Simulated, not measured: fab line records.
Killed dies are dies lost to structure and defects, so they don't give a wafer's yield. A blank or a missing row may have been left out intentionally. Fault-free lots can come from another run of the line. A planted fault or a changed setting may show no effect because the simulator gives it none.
Which tool did it? :: flow n5 finfet :: 30 wafers from 10 lots sampled at 3 of the route's 1938 steps

== WHAT THE GAUGES READ, wafer by wafer ==
N5_BEOL_M4_RS_MEAS_58: measures by four-point-probe.
lot: L423
measured: day 8 01:28
on: film metro-02
M4_RS (ohm/sq): 0.644 0.635 0.647

lot: L424
measured: day 8 23:57
on: film metro-02
M4_RS (ohm/sq): 0.700 0.703 0.679

lot: L427
measured: day 9 03:20
on: film metro-02
M4_RS (ohm/sq): 0.682 0.662 0.634

lot: L428
measured: day 9 05:13
on: film metro-02
M4_RS (ohm/sq): 0.716 0.693 0.728

lot: L430
measured: day 9 08:06
on: film metro-02
M4_RS (ohm/sq): 0.706 0.643 0.665

lot: L432
measured: day 10 05:52
on: film metro-01
M4_RS (ohm/sq): 0.659 0.670 0.657

lot: L434
measured: day 10 15:43
on: film metro-01
M4_RS (ohm/sq): 0.643 0.688 0.683

lot: L436
measured: day 11 09:37
on: film metro-01
M4_RS (ohm/sq): 0.714 0.705 0.699

lot: L444
measured: day 13 04:59
on: film metro-01
M4_RS (ohm/sq): 0.685 0.676 0.671

lot: L446
measured: day 13 23:49
on: film metro-01
M4_RS (ohm/sq): 0.714 0.670 0.686

== WHAT TOOL EACH LOT RAN ON (gives the tool, then ch and the chambers of the sampled wafers, and finally the start) ==
lot: L423
N5_SPACER0_ALD_08: ald sin-04 ch 0,1,3, day 3 01:11
N5_BEOL_M4_SPUTTER_92: pvd sputter-03, day 7 23:35

lot: L424
N5_SPACER0_ALD_08: ald sin-04 ch 0,1,2, day 3 05:46
N5_BEOL_M4_SPUTTER_92: pvd sputter-03, day 8 22:26

lot: L427
N5_SPACER0_ALD_08: ald sin-02 ch 0,1,2, day 3 23:50
N5_BEOL_M4_SPUTTER_92: pvd sputter-02, day 9 01:51

lot: L428
N5_SPACER0_ALD_08: ald sin-04 ch 0,2,3, day 4 06:45
N5_BEOL_M4_SPUTTER_92: pvd sputter-02, day 9 03:44

lot: L430
N5_SPACER0_ALD_08: ald sin-04 ch 0,2, day 4 23:16
N5_BEOL_M4_SPUTTER_92: pvd sputter-01, day 9 06:37

lot: L432
N5_SPACER0_ALD_08: ald sin-04 ch 0,3, day 5 12:47
N5_BEOL_M4_SPUTTER_92: pvd sputter-02, day 10 04:23

lot: L434
N5_SPACER0_ALD_08: ald sin-04 ch 0,1,3, day 6 02:31
N5_BEOL_M4_SPUTTER_92: pvd sputter-02, day 10 14:13

lot: L436
N5_SPACER0_ALD_08: ald sin-04 ch 1,2, day 6 10:32
N5_BEOL_M4_SPUTTER_92: pvd sputter-02, day 11 08:07

lot: L444
N5_SPACER0_ALD_08: ald sin-02 ch 0,1,2, day 8 07:01
N5_BEOL_M4_SPUTTER_92: pvd sputter-03, day 13 03:17

lot: L446
N5_SPACER0_ALD_08: ald sin-01 ch 1,2,3, day 8 19:04
N5_BEOL_M4_SPUTTER_92: pvd sputter-03, day 13 22:16
- N5_SPACER0_ALD_08: deposits SiNx, target thk 2 nm.
- N5_BEOL_M4_SPUTTER_92: material Cu, target thk 4.5 nm, time 8.29 s.

== THE ANSWER, worked out from the rows above alone ==
Rule: usual is defined by the lots themselves. Put in order of their means at a reading, lots are off if they are a third of the lots or fewer, leave a main group of 4 or more, and stand apart from it by a gap of 3 or more times the standard deviation of the main group's means; of several such gaps the widest counts. Not used: any main group whose means are identical at the precision the tables above print for the reading. A lot without any number at a reading at which 4 lots or more have one is off too. The other lots that the step has rows for count as sound.
None of the lots is off at any reading shown; this tells nothing.

== WHAT THE SIMULATOR PUT IN ==
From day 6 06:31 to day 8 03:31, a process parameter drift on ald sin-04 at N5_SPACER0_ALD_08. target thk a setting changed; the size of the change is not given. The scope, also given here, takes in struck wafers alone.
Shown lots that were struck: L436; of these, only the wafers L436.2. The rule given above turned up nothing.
